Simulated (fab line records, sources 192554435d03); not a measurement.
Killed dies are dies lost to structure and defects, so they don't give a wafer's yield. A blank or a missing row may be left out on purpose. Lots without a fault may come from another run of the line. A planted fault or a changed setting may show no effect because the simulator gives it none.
A struck lot beside a sound one | flow n5_finfet | 39 steps out of a route of 1938
Sound: wafers L261.3, L261.4, L261.6. Struck: wafers L252.2, L252.4, L252.5. The cause comes at the end.
At each step with rows: each side's tool, then ch and its chambers, then its first start. Under that, the readings that differ: sound wafers | struck wafers | difference of the means | sigmas: that difference in standard deviations of wafers without a fault.
alike: readings whose means differ by less than 2 such deviations, and words and numbers that are the same on both sides. not compared: withheld readings, readings that some wafer has no value for, bounds like >300 that may hide the same value, and numbers for which the record gives no deviation and whose values overlap.
The two part at a step that has a row with sigmas, a row that says differs or no value, or rows on one side only. Numbers that don't overlap but have no deviation are shown without sigmas and don't part them. A reading that every wafer of one side lacks parts them only if that side has two wafers or more.

first, 10 steps without rows for these wafers: N5_MOL_CONTACT_COAG_SPUTTER_143 (material Co, target thk 2.5 nm); N5_MOL_CONTACT_COAG_CO_FILL_22 (material Co, precursor CCTBA/H2, target thk 20 nm); N5_MOL_CONTACT_COAG_ANNEAL_113 (time 300 s); N5_MOL_CONTACT_COAG_PRE_CLEAN_142 (time 60 s); N5_MOL_CONTACT_COAG_SPUTTER_130 (material Co, target thk 47.5 nm); N5_MOL_CONTACT_COAG_PRECLEAN_125 (cleans in DIW, time 57.5 s); N5_MOL_CONTACT_COAG_SRD_126 (dry time 32 s); N5_MOL_CONTACT_COAG_CMP_23 (polishes, stops on SiO2, t overpolish 1.5 s, target thk 0 nm); N5_MOL_CONTACT_COAG_WET_ETCH_26 (target Co, target depth 13 nm); N5_MOL_CONTACT_COAG_WET_ETCH_116 (etches the open film in SC1-inhibited, target depth 4.6 nm, rinse time 30 s).
N5_MOL_CONTACT_COAG_ALD_27: deposits SiOC, target thk 17 nm, pulse time 1.5 s, time 2720 s.
  sound on ald_sin-04 ch 0,1,3, day 9 20:05; struck on ald_sin-04 ch 0,1,3, day 7 17:47
  no value came back on the struck wafers for ald_cycles, chamber_pressure_Torr (Torr), heater_power_w (W), precursor_pulse_height_rel; on the sound wafers ald_cycles reads 340 340 340
then, 25 steps without rows for these wafers: N5_MOL_CONTACT_COAG_CMP_28 (polishes, stops on SiNx, t overpolish 0.85 s, target thk 14.522 nm); N5_MOL_CONTACT_COAG_ALD_123 (deposits SiNx, target thk 5 nm, pulse time 1 s, purge time 2 s); N5_MOL_CONTACT_COAG_PECVD_31 (deposits SiO2 from TEOS/O2, target thk 46 nm, time 8.9 s); N5_MOL_CONTACT_COAG_COAT_75 (time 60 s, resist thk 60 nm); N5_MOL_CONTACT_COAG_COAT_76 (time 60 s, resist thk 10 nm); N5_MOL_CONTACT_COAG_COAT_77 (time 60 s, resist thk 10 nm); N5_MOL_CONTACT_COAG_COAT_78 (resist thk 40 nm); N5_MOL_CONTACT_COAG_EBR_80; N5_MOL_CONTACT_COAG_SOFTBAKE_79 (time 60 s); N5_MOL_CONTACT_COAG_EXPOSE_81 (exposes mask VG, defocus 0 nm); N5_MOL_CONTACT_COAG_PEB_82 (peb time 60 s); N5_MOL_CONTACT_COAG_DEVELOP_83 (develop time 30 s); N5_MOL_CONTACT_COAG_DESCUM_88 (chemistry O2, time 7 s); N5_MOL_CONTACT_COAG_ETCH_89 (etches underlayer in N2/H2, target depth 13 nm, time 10.4 s); N5_MOL_CONTACT_COAG_ETCH_90 (etches SiARC in CF4, target depth 13 nm, time 21.7 s); N5_MOL_CONTACT_COAG_ALD_131 (deposits SiO2, target thk 5 nm, pulse time 1 s, co reactant pulse time 1 s); N5_MOL_CONTACT_COAG_ETCHBACK_132 (etches SiO2 in CHF3, target depth 10 nm, time 6.7 s); N5_MOL_CONTACT_COAG_ETCH_91 (etches SOC in N2/H2, target depth 60 nm, overetch 21 nm, time 101.2 s); N5_MOL_CONTACT_COAG_STRIP_92 (strips in N2/H2); N5_MOL_CONTACT_COAG_STRIP_93 (strips in N2/H2); N5_MOL_CONTACT_COAG_ETCHBACK_135 (etches SiO2 in CHF3, target depth 25 nm, time 16.7 s); N5_MOL_CONTACT_COAG_STRIP_118 (strips in CHF3); N5_MOL_CONTACT_COAG_VIA_ETCH_46 (etches SiO2 in C4F6/O2, target depth 46 nm, overetch 9.2 nm, time 40 s); N5_MOL_CONTACT_COAG_STRIP_96 (strips in N2/H2); N5_MOL_CONTACT_COAG_ETCH_47 (etches SiNx in CH3F/O2, stops on W, target depth 27 nm).
N5_MOL_CONTACT_COAG_ETCH_48: etches SiOC in C4F6/O2, target depth 15 nm, overetch 4.5 nm, time 17 s.
  sound on rie_diel-02 ch 0,1, day 10 00:46; struck on rie_diel-06 ch 0,1,2, day 7 23:13
  reading                  | sound            | struck         | difference | sigmas
  oes_product_au (a.u.)    | 0.58 0.55 0.59   | 0.27 0.34 0.32 | -0.26      | -3
  model.etch.depth_nm (nm) | 14.4 12.92 14.66 | 0 0 0          | -14        |
  alike: drypump_motor_current_A, rf_vpp_V, showerhead_plenum_p_Torr, throttle_valve_pct
  not compared: rf_hours_counter_h
N5_BEOL_M4_RC_MEAS_101:
  the record has rows for the sound wafers here (prober-02 ch 0, day 14 17:16) and none for the struck ones
-- the record jumps here: 9 days lie between the struck wafers' starts before and after (it left off in module BEOL_M4 and takes up again in module PASSIVATION, whose first step shown is number 1936 of the route) --
N5_PASSIVATION_PROBE_49:
  sound on prober-02, day 19 07:21; struck on prober-02, day 16 19:26
  reading                  | sound          | struck         | difference | sigmas
  defect_limited_yield (%) | 91.9 86.4 90.5 | 25.8 26.4 27.2 | -63.1      | -45
  killed_at_contacts       | 11 16 10       | 780 771 734    | +749       | +99 or more
  killed_dies              | 96 160 112     | 876 868 859    | +745       | +47
  killed_on_rim            | 13 23 15       | 152 95 151     | +116       | +28
  sort_bin_5_function (%)  | 5.1 8.1 5.8    | 70.9 69.6 67.3 | +62.9      | +70
  sort_n_pass              | 1084 1020 1068 | 304 312 321    | -745       | -44
  sort_yield_pct (%)       | 91.9 86.4 90.5 | 25.8 26.4 27.2 | -63.1      | -45
  alike: killed_at_M0_to_M3, killed_at_M4_up, killed_at_front_end, killed_at_other, killed_open, killed_short, sort_bin_6_memory

WHERE THEY PART
First at N5_MOL_CONTACT_COAG_ALD_27; last, within this record, at N5_PASSIVATION_PROBE_49.

WHY: what the simulator had put in
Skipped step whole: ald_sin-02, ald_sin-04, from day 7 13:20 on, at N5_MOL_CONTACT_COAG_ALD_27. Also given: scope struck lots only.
